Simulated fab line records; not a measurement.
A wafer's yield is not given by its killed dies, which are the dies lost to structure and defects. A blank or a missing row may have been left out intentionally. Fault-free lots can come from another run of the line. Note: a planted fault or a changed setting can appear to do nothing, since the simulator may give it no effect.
Chamber matching	flow n5 finfet	uv cure-03 running N5_BEOL_M9_CURE_72: 3 sister chambers
The step cures SiCOH lowk, time 120 s. 14 wafers are shown with their chamber, then 7 later ones without.

WAFERS, EACH WITH ITS CHAMBER
wafer	chamber	wafer_temp_C_max	lamp power pct (%)
L079.1	2	372.5	52.38
L079.2	2	372.6	52.33
L079.4	2	371.7	52.29
L086.1	1	371.0	52.29
L086.3	1	371.1	52.22
L086.5	1	371.2	52.36
L084.3	0	371.4	52.34
L084.5	0	371.0	52.20
L084.6	0	371.6	52.38
L089.4	0	370.9	52.44
L089.5	0	370.9	52.28
L089.6	0	370.9	52.23
L096.2	2	372.5	52.33
L096.4	2	373.3	52.33

SIGNATURES (means of the wafers above)
reading	chamber 0	chamber 1	chamber 2	scatter within a chamber
wafer_temp_C_max	371.117	371.100	372.520	0.402
lamp power pct	52.3117	52.2900	52.3320	0.0713
Rule: distance of a wafer from a chamber = root of the sum over the readings of ((wafer's reading minus chamber's mean) / reading's scatter) squared. If the next closest chamber is less than 2 further off than the closest, the wafer can't be placed; otherwise it belongs to the closest. The scatter: take each reading less its chamber's mean, square it, sum over the shown wafers, divide by the number of wafers less the number of chambers, and take the root.

WAFERS WHOSE CHAMBER IS MISSING
wafer	wafer_temp_C_max	lamp power pct (%)
L096.6	373.1	52.34
L092.3	373.7	52.22
L092.5	372.8	52.25
L092.6	372.1	52.24
L095.1	371.1	52.38
L095.3	371.5	52.38
L095.4	371.3	52.32

WHICH CHAMBER EACH ONE RAN IN
wafer	from the rows above	in truth
L096.6	2	2
L092.3	2	2
L092.5	2	2
L092.6	can't be placed: 2 or 1 or 0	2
L095.1	can't be placed: 0 or 1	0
L095.3	can't be placed: 0 or 1 or 2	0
L095.4	can't be placed: 0 or 1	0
3 of 7 placed correctly. These rows do not allow placing 4 (true chamber among the candidates in 4). 0 placed wrongly.
